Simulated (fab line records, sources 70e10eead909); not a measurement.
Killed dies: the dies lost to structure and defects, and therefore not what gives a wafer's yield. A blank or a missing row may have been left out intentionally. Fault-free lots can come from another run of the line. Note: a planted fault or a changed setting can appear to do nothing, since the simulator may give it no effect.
Matching of chambers :: flow nand harc :: NHARC_THIN_TSV_CMP_01 on cmp-04: 4 sister chambers
The step polishes. 14 wafers are shown with their chamber, then 7 later ones without.

EACH WAFER AND ITS CHAMBER
wafer: L547.1
chamber: 2
motor current A (A): 13.2
edge zone pressure frac: 0.997

wafer: L547.3
chamber: 3
motor current A (A): 13.9
edge zone pressure frac: 0.993

wafer: L547.6
chamber: 0
motor current A (A): 12.2
edge zone pressure frac: 1.001

wafer: L555.2
chamber: 3
motor current A (A): 13.5
edge zone pressure frac: 0.999

wafer: L555.4
chamber: 2
motor current A (A): 12.2
edge zone pressure frac: 0.996

wafer: L555.5
chamber: 1
motor current A (A): 11.7
edge zone pressure frac: 1.011

wafer: L564.2
chamber: 0
motor current A (A): 12.1
edge zone pressure frac: 0.995

wafer: L564.4
chamber: 2
motor current A (A): 12.9
edge zone pressure frac: 0.999

wafer: L564.5
chamber: 2
motor current A (A): 12.4
edge zone pressure frac: 0.996

wafer: L567.1
chamber: 0
motor current A (A): 11.6
edge zone pressure frac: 0.993

wafer: L567.4
chamber: 2
motor current A (A): 12.4
edge zone pressure frac: 1.004

wafer: L567.5
chamber: 2
motor current A (A): 12.5
edge zone pressure frac: 0.997

wafer: L558.1
chamber: 2
motor current A (A): 12.6
edge zone pressure frac: 1.014

wafer: L558.2
chamber: 0
motor current A (A): 11.5
edge zone pressure frac: 0.996

SIGNATURES, as means of the wafers listed above
reading: motor current A
chamber 0: 11.850
chamber 1: 11.700
chamber 2: 12.600
chamber 3: 13.700
scatter within a chamber: 0.339

reading: edge zone pressure frac
chamber 0: 0.99625
chamber 1: 1.01100
chamber 2: 1.00043
chamber 3: 0.99600
scatter within a chamber: 0.00561
Rule: for a wafer and a chamber, the distance is found by dividing, reading by reading, the gap between the wafer's reading and the chamber's mean by the reading's scatter, squaring, summing and taking the root. If the next closest chamber is less than 2 further off than the closest, the wafer can't be placed; otherwise it belongs to the closest. The scatter: the root of (the sum of the squares of (reading less its chamber's mean) over the shown wafers, divided by (wafers less chambers)).

WAFERS WHOSE CHAMBER IS MISSING
wafer: L558.6
motor current A (A): 11.7
edge zone pressure frac: 1.003

wafer: L568.1
motor current A (A): 11.7
edge zone pressure frac: 0.995

wafer: L568.2
motor current A (A): 11.9
edge zone pressure frac: 1.007

wafer: L568.4
motor current A (A): 11.3
edge zone pressure frac: 1.003

wafer: L569.2
motor current A (A): 11.3
edge zone pressure frac: 1.001

wafer: L569.3
motor current A (A): 13.8
edge zone pressure frac: 1.009

wafer: L569.5
motor current A (A): 14.2
edge zone pressure frac: 0.998

THE CHAMBER EACH PASSED THROUGH
wafer: L558.6
from the rows above: can't be placed: 0 or 1 or 2
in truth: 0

wafer: L568.1
from the rows above: 0
in truth: 0

wafer: L568.2
from the rows above: can't be placed: 1 or 0 or 2
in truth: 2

wafer: L568.4
from the rows above: can't be placed: 1 or 0
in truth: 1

wafer: L569.2
from the rows above: can't be placed: 0 or 1
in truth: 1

wafer: L569.3
from the rows above: can't be placed: 3 or 2
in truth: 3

wafer: L569.5
from the rows above: 3
in truth: 3
Correctly placed: 2 of 7. Not placeable from these rows: 5 (in 5, the candidates include the true chamber). Placed wrongly: 0.
